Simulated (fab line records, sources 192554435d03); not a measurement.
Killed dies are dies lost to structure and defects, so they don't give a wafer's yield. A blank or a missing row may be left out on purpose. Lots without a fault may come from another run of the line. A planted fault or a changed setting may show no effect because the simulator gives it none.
Split-lot experiment | flow n5_finfet | 7 lots, 21 wafers read, on a route of 1938 steps

THE SPLIT
At N5_FIN_SAQP_PEB_14 (peb time 60 s), the setting peb_time_s was moved away from the recipe's 60 s on 12 of the 21 wafers read, by -19.8% to +19.2%. The other wafers ran this setting at the recipe's value.

FROM THE SPLIT TO THE READING: what the file shows between them, 1 step
- N5_FIN_SAQP_DEVELOP_15: develop time 30 s

THE READING
cd_nm, in nm, at N5_FIN_SAQP_CD_MEAS_16 (target cd 35.6 nm). Fault-free wafers of this fab line usually give 35.7 nm, standard deviation 0.47 nm.

wafer  | tool, chamber at the split | peb_time_s as run, s | against the recipe | cd_nm, nm | against lot-mates on the recipe
L077.2 | litho_track-01, 0          | 60                   | recipe             | 35.0      | -
L077.5 | litho_track-01, 0          | 54.59                | -9.0%              | 36.9      | +1.9
L077.6 | litho_track-01, 0          | 54.59                | -9.0%              | 37.0      | +2.0
L080.2 | litho_track-01, 0          | 66.35                | +10.6%             | 34.1      | -1.3
L080.3 | litho_track-01, 0          | 66.35                | +10.6%             | 34.0      | -1.4
L080.5 | litho_track-01, 0          | 60                   | recipe             | 35.4      | -
L083.1 | litho_track-01, 0          | 65.99                | +10.0%             | 33.9      | -1.1
L083.2 | litho_track-01, 0          | 65.99                | +10.0%             | 34.4      | -0.6
L083.6 | litho_track-01, 0          | 60                   | recipe             | 35.0      | -
L087.2 | litho_track-04, 0          | 48.1                 | -19.8%             | 40.3      | +4.6
L087.3 | litho_track-04, 0          | 48.1                 | -19.8%             | 39.9      | +4.2
L087.6 | litho_track-04, 0          | 60                   | recipe             | 35.7      | -
L088.3 | litho_track-04, 0          | 60                   | recipe             | 35.8      | -
L088.4 | litho_track-04, 0          | 71.51                | +19.2%             | 33.8      | -2.0
L088.5 | litho_track-04, 0          | 71.51                | +19.2%             | 33.3      | -2.5
L093.2 | litho_track-01, 0          | 70.75                | +17.9%             | 32.9      | -2.3
L093.4 | litho_track-01, 0          | 60                   | recipe             | 35.2      | -
L093.6 | litho_track-01, 0          | 70.75                | +17.9%             | 33.1      | -2.1
L095.2 | litho_track-04, 0          | 60                   | recipe             | 35.5      | -
L095.4 | litho_track-04, 0          | 60                   | recipe             | 35.9      | -
L095.5 | litho_track-04, 0          | 60                   | recipe             | 35.7      | -

THE FIT
A straight line over all 21 wafers: cd_nm changes by -0.163 nm for each +1% of peb_time_s; r = -0.96; the points scatter about the line by 0.58 nm.
The same after taking each lot's own level away (the mean of its wafers on the recipe; 21 wafers): -0.162 nm for each +1%; r = -0.97; scatter 0.46 nm.
On that fit, the largest move of peb_time_s shifts the reading by 3.2 nm.
The lots' own levels span 35.00 to 35.80 nm, that is 1.7 times the standard deviation above.
So the lot-to-lot level changes the slope little: the two slopes agree.
Check: with one of the wafers moved furthest among these (-19.8%) left out of the fit, the line predicts +3.3 nm for it against its lot-mates. It came out at +4.6 nm against them.

OTHER SPLITS ON THESE WAFERS
These wafers also went through other splits before the reading. Each is held against what the fit with the lots' levels taken away leaves over:
other split on the same wafers | wafers away from the commonest value | r with cd_nm (lot level and that fit taken away)
N5_FIN_SAQP_PECVD_06 time_s    | 10                                   | -0.15

THE FILE'S OWN FIT
cd_nm changes by -0.152 nm for each +1% of peb_time_s, r = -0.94.
